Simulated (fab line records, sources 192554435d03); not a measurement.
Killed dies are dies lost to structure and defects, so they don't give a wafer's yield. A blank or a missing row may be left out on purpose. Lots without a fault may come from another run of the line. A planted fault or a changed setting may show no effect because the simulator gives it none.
fab line records | flow n5_finfet
record lots=6 wafers=18 last_day=18
route steps=1938 shown BEOL_M15@1782
lots that met no fault: from a run of the same line without faults
start_h: hours from the record's first day to the start of the lot's first wafer shown | wait_h: hours since the lot's step before | " the same as in the row above | L1.1+2: a row that stands for several wafers | - no value, or no start given | * or withheld: withheld | < > ~ a bound
route shown NAME@n: a module of which the file shows steps, and the number in the route of the first | usual: mean/standard deviation of fault-free wafers | same: alike in all rows | chamber/n: place in a boat | sites: the reading at each site | _std_site: their standard deviation | _edge_site: outer sites' mean less inner sites' | radius_mm: how far each site lies from the wafer's centre | mask NAME#n: copy n | behind: the tool/chamber that last shaped the wafer | hold: why the lot was held/for how many hours/how that ended | device: the transistor (n, p or np) that didn't switch | end of line: the same wafers' tests at the end of the route | a step without rows: its recipe alone | killed: dies lost to structure and defects at the first sort, not the wafer's yield | map: a wafer's dies, x killed, . not, _ none there
set.NAME: the setting as run; set.NAME@STEP: as run at that earlier step | model.NAME: the simulator's own value behind a step, which no gauge read
lots at some steps of the route; a table a step, a row a wafer
services: from which hour (start_h, from the record's first day; less than 0 if before it) a tool's chamber was out of use, for how many hours, and why
## steps
# step N5_BEOL_M15_HARDBAKE_14
# recipe temp_c=130 time_s=120
# step N5_BEOL_M15_CD_MEAS_10
# recipe target_cd_nm=360 landing_energy_ev=500 detector=se_inlens polarity=opening
# usual cd_nm=360.4/1.2
# columns lot.wafer tool chamber start_h wait_h cd_nm
L604.4 cd_sem-01 0 253.58 - 361.9
L604.5 " 0 " " 362.0
L604.6 " 0 " " 360.3
L615.1 cd_sem-02 0 333.57 - 362.0
L615.4 " 0 " " 361.8
L615.5 " 0 " " 361.2
L617.2 cd_sem-01 0 346.65 - 360.5
L617.3 " 0 " " 359.1
L617.6 " 0 " " 360.1
L619.1 cd_sem-01 0 347.95 - 359.4
L619.4 " 0 " " 358.9
L619.6 " 0 " " 360.9
L616.1 cd_sem-02 0 348.23 - 360.7
L616.4 " 0 " " 358.5
L616.6 " 0 " " 359.8
L626.1 cd_sem-03 0 410.50 - 359.7
L626.3 " 0 " " 359.0
L626.6 " 0 " " 360.7
# step N5_BEOL_M15_OVL_MEAS_11
# recipe points_per_wafer=44
# usual V14_OVL=3/4.9
# columns lot.wafer tool chamber start_h wait_h V14_OVL[nm]
L604.4 overlay-02 0 253.61 0.0 -3
L604.5 " 0 " " -1
L604.6 " 0 " " -4
L615.1 overlay-01 0 333.60 0.0 1
L615.4 " 0 " " 5
L615.5 " 0 " " 3
L617.2 overlay-01 0 346.68 0.0 0
L617.3 " 0 " " 0
L617.6 " 0 " " -5
L619.1 overlay-01 0 347.98 0.0 4
L619.4 " 0 " " 1
L619.6 " 0 " " 4
L616.1 overlay-02 0 348.26 0.0 -2
L616.4 " 0 " " 4
L616.6 " 0 " " 6
L626.1 overlay-02 0 410.53 0.0 3
L626.3 " 0 " " 1
L626.6 " 0 " " -1
# step N5_BEOL_M15_INSPECT_12
# recipe mode=adi inspect_instrument=macro
# usual raw_defect_count=2.0/1.4
# columns lot.wafer tool chamber start_h wait_h raw_defect_count
L604.4 defect_inspect-01 - 253.63 0.0 1
L604.5 " - " " 1
L604.6 " - " " 2
L615.1 defect_inspect-02 - 333.62 0.0 3
L615.4 " - " " 4
L615.5 " - " " 2
L617.2 defect_inspect-01 - 346.70 0.0 1
L617.3 " - " " 2
L617.6 " - " " 2
L619.1 defect_inspect-02 - 348.00 0.0 3
L619.4 " - " " 3
L619.6 " - " " 2
L616.1 defect_inspect-02 - 348.28 0.0 6
L616.4 " - " " 5
L616.6 " - " " 1
L626.1 defect_inspect-01 - 410.56 0.0 4
L626.3 " - " " 1
L626.6 " - " " 2
# step N5_BEOL_M15_DESCUM_15
# recipe chemistry=O2 time_s=7.9 source_power_w=50 bias_power_w=20 pressure_mtorr=20 rf_frequency_hz=2.712e+07 temp_c=40 o2_flow_sccm=225
# usual drypump_motor_current_A=5.9/0.35 o2_flow_sccm=225.0/0.73 oes_product_au=0.80/0.083 rf_vpp_V=243.3/1 showerhead_plenum_p_Torr=2.10/0.04 temp_c=39.99/0.099 throttle_valve_pct=20.42/0.24
# columns lot.wafer tool chamber start_h wait_h drypump_motor_current_A o2_flow_sccm oes_product_au rf_hours_counter_h rf_vpp_V showerhead_plenum_p_Torr temp_c throttle_valve_pct
L604.4 rie_diel-02 0 253.98 0.3 5.4 226.6 0.78 103 243.2 2.10 40.07 20.36
L604.5 " 3 " " 5.6 224.9 0.73 - 242.6 2.09 40.02 20.22
L604.6 " 0 " " 5.4 225.1 0.79 - 243.7 2.10 40.15 20.37
L615.1 rie_diel-01 2 333.65 0.0 5.5 225.6 0.98 6 244.2 2.15 39.94 20.42
L615.4 " 0 " " 6.3 225.6 0.89 35 244.9 2.14 39.98 20.03
L615.5 " 3 " " 5.8 225.1 0.75 - 243.4 2.00 39.94 20.73
L617.2 rie_diel-02 0 346.74 0.0 5.4 226.4 0.75 130 242.0 2.09 40.02 20.41
L617.3 " 3 " " 5.7 225.1 0.70 196 242.9 2.08 40.04 20.26
L617.6 " 0 " " 5.4 225.4 0.75 - 243.6 2.09 40.04 20.39
L619.1 rie_diel-05 2 348.04 0.0 5.5 224.4 0.77 112 242.8 2.11 40.10 20.46
L619.4 " 1 " " 5.9 224.8 0.82 85 242.6 2.11 40.04 20.09
L619.6 " 0 " " 6.0 225.2 0.81 - 242.1 2.12 39.97 20.66
L616.1 rie_diel-01 0 348.32 0.0 6.3 224.3 0.88 39 243.3 2.13 39.97 20.05
L616.4 " 3 " " 5.8 224.4 0.74 167 241.8 2.00 40.04 20.74
L616.6 " 2 " " 5.5 225.7 0.96 - 242.6 2.14 40.03 20.40
L626.1 rie_diel-05 3 410.59 0.0 6.0 224.5 0.88 28 244.5 2.14 39.87 20.15
L626.3 " 0 " " 6.1 224.5 0.79 106 243.2 2.11 39.89 20.68
L626.6 " 0 " " 6.1 225.1 0.80 - 242.7 2.11 40.02 20.66
# step N5_BEOL_M15_ETCH_59
# recipe chemistry=N2/H2 target=BARC target_depth_a=890 overetch_a=267 time_s=67.9 ion_energy_ev=200 pressure_mtorr=30 source_w=840 bias_w=150 n2_flow_sccm=200 h2_flow_sccm=200
# usual drypump_motor_current_A=5.9/0.35 oes_product_au=0.68/0.07 rf_vpp_V=524.2/1.4 showerhead_plenum_p_Torr=2.55/0.045 throttle_valve_pct=17.88/0.28
# columns lot.wafer tool chamber start_h wait_h drypump_motor_current_A oes_product_au rf_hours_counter_h rf_vpp_V showerhead_plenum_p_Torr throttle_valve_pct
L604.4 rie_diel-02 0 254.01 0.0 5.4 0.66 103 525.5 2.57 17.88
L604.5 " 3 " " 5.7 0.62 - 524.4 2.54 17.71
L604.6 " 0 " " 5.5 0.66 - 523.3 2.57 17.87
L615.1 rie_diel-01 2 333.69 0.0 5.5 0.83 6 524.8 2.61 17.84
L615.4 " 0 " " 6.3 0.75 35 524.3 2.59 17.40
L615.5 " 3 " " 5.8 0.65 - 521.3 2.44 18.22
L617.2 rie_diel-02 0 346.77 0.0 5.5 0.64 130 522.9 2.56 17.94
L617.3 " 3 " " 5.6 0.61 196 523.4 2.52 17.74
L617.6 " 0 " " 5.4 0.64 - 522.7 2.56 17.92
L619.1 rie_diel-05 2 348.07 0.0 5.5 0.65 112 525.0 2.56 17.86
L619.4 " 1 " " 5.9 0.70 85 524.6 2.56 17.49
L619.6 " 0 " " 6.1 0.69 - 525.0 2.57 18.05
L616.1 rie_diel-01 0 348.35 0.0 6.3 0.76 39 525.7 2.58 17.41
L616.4 " 3 " " 5.8 0.64 167 520.7 2.44 18.24
L616.6 " 2 " " 5.5 0.82 - 525.2 2.60 17.84
L626.1 rie_diel-05 3 410.63 0.0 6.0 0.75 28 524.7 2.60 17.61
L626.3 " 0 " " 6.0 0.68 106 524.6 2.56 18.09
L626.6 " 0 " " 6.0 0.67 - 525.1 2.56 18.10
# step N5_BEOL_M15_VIA_ETCH_16
# recipe chemistry=C4F8/O2/Ar target=SiO2 he_inner_torr=15 he_outer_torr=30 target_depth_a=17922 time_s=withheld ion_energy_ev=800 pressure_mtorr=20 source_w=1905 bias_w=2040 Ar_flow_sccm=400 C4F8_flow_sccm=16 O2_flow_sccm=12 ends=cleared
# usual drypump_motor_current_A=5.9/0.35 oes_f_703_au=0.80/0.082 oes_o_777_au=0.80/0.084 oes_product_au=0.72/0.075 rf_vpp_V=2225/16 showerhead_plenum_p_Torr=3.45/0.059 throttle_valve_pct=30.89/0.24
# columns lot.wafer tool chamber start_h wait_h drypump_motor_current_A oes_f_703_au oes_o_777_au oes_product_au rf_vpp_V showerhead_plenum_p_Torr throttle_valve_pct
L604.4 rie_diel-02 0 254.06 0.0 5.4 0.78 0.77 0.71 2202 3.46 30.90
L604.5 " 3 " " 5.7 0.73 0.72 0.66 2227 3.43 30.65
L604.6 " 0 " " 5.4 0.78 0.78 0.71 2202 3.46 30.89
L615.1 rie_diel-01 2 333.74 0.0 5.5 0.97 0.98 0.88 2257 3.50 30.84
L615.4 " 0 " " 6.3 0.89 0.90 0.81 2241 3.50 30.46
L615.5 " 3 " " 5.8 0.76 0.76 0.68 2225 3.29 31.16
L617.2 rie_diel-02 0 346.82 0.0 5.4 0.74 0.75 0.68 2200 3.45 30.91
L617.3 " 3 " " 5.6 0.71 0.71 0.63 2225 3.42 30.67
L617.6 " 0 " " 5.4 0.75 0.75 0.68 2201 3.45 30.93
L619.1 rie_diel-05 2 348.13 0.0 5.5 0.77 0.76 0.70 2247 3.45 30.84
L619.4 " 1 " " 5.9 0.83 0.83 0.73 2219 3.47 30.56
L619.6 " 0 " " 6.1 0.82 0.83 0.74 2209 3.47 31.16
L616.1 rie_diel-01 0 348.40 0.0 6.3 0.88 0.88 0.80 2239 3.49 30.48
L616.4 " 3 " " 5.8 0.75 0.75 0.68 2226 3.29 31.16
L616.6 " 2 " " 5.5 0.97 0.97 0.87 2257 3.50 30.84
L626.1 rie_diel-05 3 410.68 0.0 6.0 0.88 0.88 0.79 2233 3.51 30.65
L626.3 " 0 " " 6.1 0.81 0.81 0.73 2210 3.46 31.16
L626.6 " 0 " " 6.1 0.82 0.81 0.73 2209 3.46 31.15
# step N5_BEOL_M15_STRIP_63
# recipe chemistry=O2 power_w=600 temp_c=60 pressure_mtorr=30 rf_frequency_hz=6e+07 bias_power_w=0 overash_fraction=0.3 o2_flow_sccm=225
# step N5_BEOL_M15_STRIP_64
# recipe chemistry=O2 power_w=600 temp_c=60 pressure_mtorr=30 rf_frequency_hz=6e+07 bias_power_w=0 overash_fraction=0.3 o2_flow_sccm=225
# usual drypump_motor_current_A=5.9/0.35 o2_flow_sccm=225.0/0.62 oes_product_au=0.80/0.084 rf_vpp_V=3.7/0.5 showerhead_plenum_p_Torr=2.10/0.04 temp_c=59.99/0.12 throttle_valve_pct=16.66/0.24
# columns lot.wafer tool chamber start_h wait_h drypump_motor_current_A o2_flow_sccm oes_product_au rf_hours_counter_h rf_vpp_V showerhead_plenum_p_Torr temp_c throttle_valve_pct
L604.4 rie_diel-02 0 - - 5.4 225.0 0.79 103 4.2 2.10 60.10 16.60
L604.5 " 3 " " 5.7 225.4 0.73 - 3.5 2.09 60.12 16.47
L604.6 " 0 " " 5.4 225.9 0.78 - 4.0 2.10 59.87 16.60
L615.1 rie_diel-01 2 - - 5.5 225.2 0.98 6 4.6 2.15 59.97 16.61
L615.4 " 0 " " 6.3 225.2 0.89 35 3.3 2.14 59.88 16.26
L615.5 " 3 " " 5.8 224.5 0.75 - 3.8 2.01 59.88 16.95
L617.2 rie_diel-02 0 - - 5.4 226.1 0.75 131 4.1 2.09 59.95 16.64
L617.3 " 3 " " 5.6 226.0 0.69 196 3.4 2.08 60.04 16.56
L617.6 " 0 " " 5.5 224.9 0.75 - 3.2 2.09 59.76 16.64
L619.1 rie_diel-05 2 - - 5.5 224.6 0.76 112 4.3 2.11 60.13 16.68
L619.4 " 1 " " 5.9 224.7 0.82 85 2.8 2.11 60.02 16.37
L619.6 " 0 " " 6.1 224.7 0.80 - 4.3 2.12 59.84 16.87
L616.1 rie_diel-01 0 - - 6.3 224.4 0.88 39 3.6 2.14 60.12 16.28
L616.4 " 3 " " 5.8 224.8 0.74 168 3.1 2.00 59.90 16.99
L616.6 " 2 " " 5.5 224.6 0.97 - 4.0 2.15 60.07 16.61
L626.1 rie_diel-05 3 - - 6.0 224.9 0.88 28 3.9 2.15 59.98 16.37
L626.3 " 0 " " 6.1 224.7 0.80 106 3.5 2.12 59.90 16.87
L626.6 " 0 " " 6.0 224.6 0.78 - 4.1 2.12 60.10 16.88
# step N5_BEOL_M15_STRIP_65
# recipe chemistry=post_etch_residue_remover time_s=60 temp_c=25 remover_ph=withheld remover_water_wt_pct=withheld remover_fluoride_wt_pct=withheld
# step N5_BEOL_M15_SRD_66
# recipe time_s=30 temp_c=23 rinse_liquid=diw dry=n2_spin spin_rpm=1500 dry_time_s=30
# step N5_BEOL_M15_CD_MEAS_17
# recipe target_cd_nm=360 polarity=opening
# usual cd_nm=361.6/1.4
# columns lot.wafer tool chamber start_h wait_h cd_nm
L604.4 cd_sem-02 - 254.48 0.0 363.1
L604.5 " - " " 363.8
L604.6 " - " " 362.8
L615.1 cd_sem-03 - 334.15 0.0 363.0
L615.4 " - " " 362.6
L615.5 " - " " 361.7
L617.2 cd_sem-03 - 347.23 0.0 361.4
L617.3 " - " " 359.7
L617.6 " - " " 361.7
L619.1 cd_sem-02 - 348.54 0.0 360.0
L619.4 " - " " 360.9
L619.6 " - " " 362.4
L616.1 cd_sem-01 - 348.81 0.0 361.3
L616.4 " - " " 359.3
L616.6 " - " " 360.9
L626.1 cd_sem-03 - 411.09 0.0 359.2
L626.3 " - " " 359.9
L626.6 " - " " 361.0
# step N5_BEOL_M15_COAT_56
# recipe resist=SOC temp_c=250 time_s=60 spin_rpm=1500 resist_thk_nm=550
# usual plate_temp_C=250.02/0.17 spin_speed_rpm=1499.8/0.97
# columns lot.wafer tool chamber start_h wait_h plate_temp_C spin_speed_rpm
L604.4 litho_track-05 0 254.53 0.0 249.80 1502.2
L604.5 " 0 " " 249.73 1501.7
L604.6 " 0 " " 250.26 1501.5
L615.1 litho_track-05 0 334.19 0.0 249.96 1499.2
L615.4 " 0 " " 249.93 1501.4
L615.5 " 0 " " 250.08 1500.7
L617.2 litho_track-01 0 347.27 0.0 249.85 1500.3
L617.3 " 0 " " 249.97 1501.1
L617.6 " 0 " " 249.87 1501.0
L619.1 litho_track-05 0 348.57 0.0 252.18 1500.0
L619.4 " 0 " " 252.54 1499.1
L619.6 " 0 " " 252.37 1499.1
L616.1 litho_track-05 0 348.85 0.0 252.47 1498.8
L616.4 " 0 " " 252.28 1500.6
L616.6 " 0 " " 252.27 1498.3
L626.1 litho_track-04 0 411.12 0.0 250.14 1497.8
L626.3 " 0 " " 249.96 1499.7
L626.6 " 0 " " 250.33 1499.0
# step N5_BEOL_M15_ETCH_57
# recipe chemistry=N2/H2 target=SOC source_w=3000 bias_w=350 time_s=750 ion_energy_ev=200 pressure_mtorr=30 n2_flow_sccm=200 h2_flow_sccm=200
# usual drypump_motor_current_A=5.9/0.32 oes_product_au=0.82/0.087 rf_vpp_V=524.1/1.8 showerhead_plenum_p_Torr=2.55/0.052 throttle_valve_pct=17.73/0.29
# columns lot.wafer tool chamber start_h wait_h drypump_motor_current_A oes_product_au rf_hours_counter_h rf_vpp_V showerhead_plenum_p_Torr throttle_valve_pct
L604.4 rie_diel-01 0 254.58 - 6.3 0.94 13 525.2 2.59 17.27
L604.5 " 3 " " 5.8 0.77 - 521.1 2.45 18.05
L604.6 " 0 " " 6.3 0.94 - 526.1 2.59 17.27
L615.1 rie_diel-01 0 334.25 - 6.4 0.89 35 524.7 2.58 17.30
L615.4 " 2 " " 5.5 0.97 6 525.0 2.61 17.73
L615.5 " 2 " " 5.5 0.98 - 525.3 2.60 17.74
L617.2 rie_diel-05 3 347.40 - 6.0 0.91 13 524.9 2.61 17.48
L617.3 " 0 " " 6.1 0.81 91 524.3 2.57 17.92
L617.6 " 2 " " 5.5 0.78 - 524.7 2.56 17.74
L619.1 rie_diel-05 3 348.64 - 6.0 0.91 14 525.6 2.61 17.48
L619.4 " 2 " " 5.5 0.78 112 525.3 2.56 17.75
L619.6 " 1 " " 5.9 0.83 - 523.9 2.56 17.39
L616.1 rie_diel-01 2 348.98 - 5.5 0.95 11 525.0 2.60 17.72
L616.4 " 0 " " 6.3 0.88 40 525.3 2.58 17.30
L616.6 " 2 " " 5.5 0.97 - 525.8 2.60 17.75
L626.1 rie_diel-02 1 411.21 - 6.4 0.68 249 522.1 2.50 18.24
L626.3 " 0 " " 5.5 0.73 154 525.0 2.55 17.86
L626.6 " 0 " " 5.5 0.74 - 523.9 2.55 17.87
## services
# columns tool chamber start_h hours kind
rie_diel-01 1 233.89 - clean
rie_diel-01 1 233.89 - consumable_replace:focus_ring
rie_diel-01 1 233.89 18.3 scheduled_down
rie_diel-01 1 233.89 18.3 vent_cycle
rie_diel-02 - 275.29 0.6 repair
rie_diel-05 3 281.88 - clean
rie_diel-05 3 281.88 - consumable_replace:focus_ring
rie_diel-05 3 281.88 15.8 scheduled_down
rie_diel-01 2 290.98 - clean
rie_diel-01 2 290.98 - consumable_replace:focus_ring
rie_diel-01 2 290.98 20.7 scheduled_down
rie_diel-01 2 290.98 20.7 vent_cycle
rie_diel-02 - 303.01 0.5 repair
rie_diel-01 0 311.36 5.4 repair
rie_diel-01 - 338.55 0.3 repair
rie_diel-02 2 361.69 4.1 repair
rie_diel-05 - 374.94 0.4 repair
rie_diel-02 3 376.49 1.6 repair
rie_diel-01 1 377.45 5.0 repair
rie_diel-01 3 382.03 6.1 repair
rie_diel-05 - 385.19 14.6 pm
rie_diel-02 3 395.22 12.3 repair
rie_diel-01 2 400.15 2.8 repair
rie_diel-01 - 402.16 1.0 repair
## key
first_sign step=N5_BEOL_M15_COAT_56 reading=plate_temp_C direction=up sigmas=13 usual=* struck=*
effect none on later readings
met_at N5_BEOL_M15_COAT_56
struck_wafers L616.1,L616.4,L616.6,L619.1,L619.4,L619.6
onset_between 334.19 348.57
fault kind=process_parameter_drift tool=litho_track-05 chamber=- onset_h=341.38 steps=N5_BEOL_M15_COAT_56 channel=temp_c offset=* shape=step end_h=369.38 acts_in=* stated=*
